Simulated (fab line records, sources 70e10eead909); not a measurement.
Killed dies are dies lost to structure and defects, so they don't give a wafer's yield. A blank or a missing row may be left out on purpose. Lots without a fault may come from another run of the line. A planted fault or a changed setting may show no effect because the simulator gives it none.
Chamber matching | flow nand_harc | NHARC_A_BLC_DESCUM_15 on rie_diel-06: 4 sister chambers
The step chemistry O2, time 3 s. 8 wafers are shown with their chamber, then 12 later ones without.

WAFERS WITH THEIR CHAMBER
wafer  | chamber | drypump_motor_current_A (A) | oes_product_au (a.u.)
L082.6 | 2       | 6.5                         | 1.036
L086.3 | 3       | 5.2                         | 1.007
L086.5 | 2       | 6.6                         | 1.017
L089.2 | 1       | 5.6                         | 1.000
L089.6 | 3       | 5.2                         | 1.007
L087.3 | 0       | 5.0                         | 1.004
L087.5 | 1       | 5.7                         | 0.992
L087.6 | 0       | 5.0                         | 0.997

WAFERS WITHOUT THEIR CHAMBER
wafer  | drypump_motor_current_A (A) | oes_product_au (a.u.)
L090.1 | 5.0                         | 0.994
L090.2 | 5.2                         | 0.991
L090.6 | 5.2                         | 0.993
L094.1 | 6.6                         | 1.030
L094.2 | 5.2                         | 1.009
L094.3 | 5.0                         | 1.001
L093.3 | 5.7                         | 0.980
L093.4 | 5.0                         | 1.002
L093.5 | 6.5                         | 1.029
L097.2 | 5.7                         | 0.990
L097.3 | 5.0                         | 1.008
L097.6 | 5.0                         | 0.998

WHICH CHAMBER EACH WENT THROUGH
wafer  | from the rows above | in truth
L090.1 | 0                   | 0
L090.2 | 3                   | 3
L090.6 | 3                   | 3
L094.1 | 2                   | 2
L094.2 | 3                   | 3
L094.3 | 0                   | 0
L093.3 | 1                   | 1
L093.4 | 0                   | 0
L093.5 | 2                   | 2
L097.2 | 1                   | 1
L097.3 | 0                   | 0
L097.6 | 0                   | 0
Placed correctly: 12 of 12. Can't be placed from these rows: 0. Placed wrongly: 0.
How it was worked out, from the rows above alone: a wafer's distance from a chamber is the root of the sum, over the readings, of the square of ((its reading less the chamber's mean) divided by the reading's scatter). The wafer belongs to the nearest chamber; if the next one is less than 2 further off, it can't be placed. A chamber's mean is the mean of its shown wafers. The scatter: the root of (the sum of the squares of (reading less its chamber's mean) over the shown wafers, divided by (wafers less chambers)).
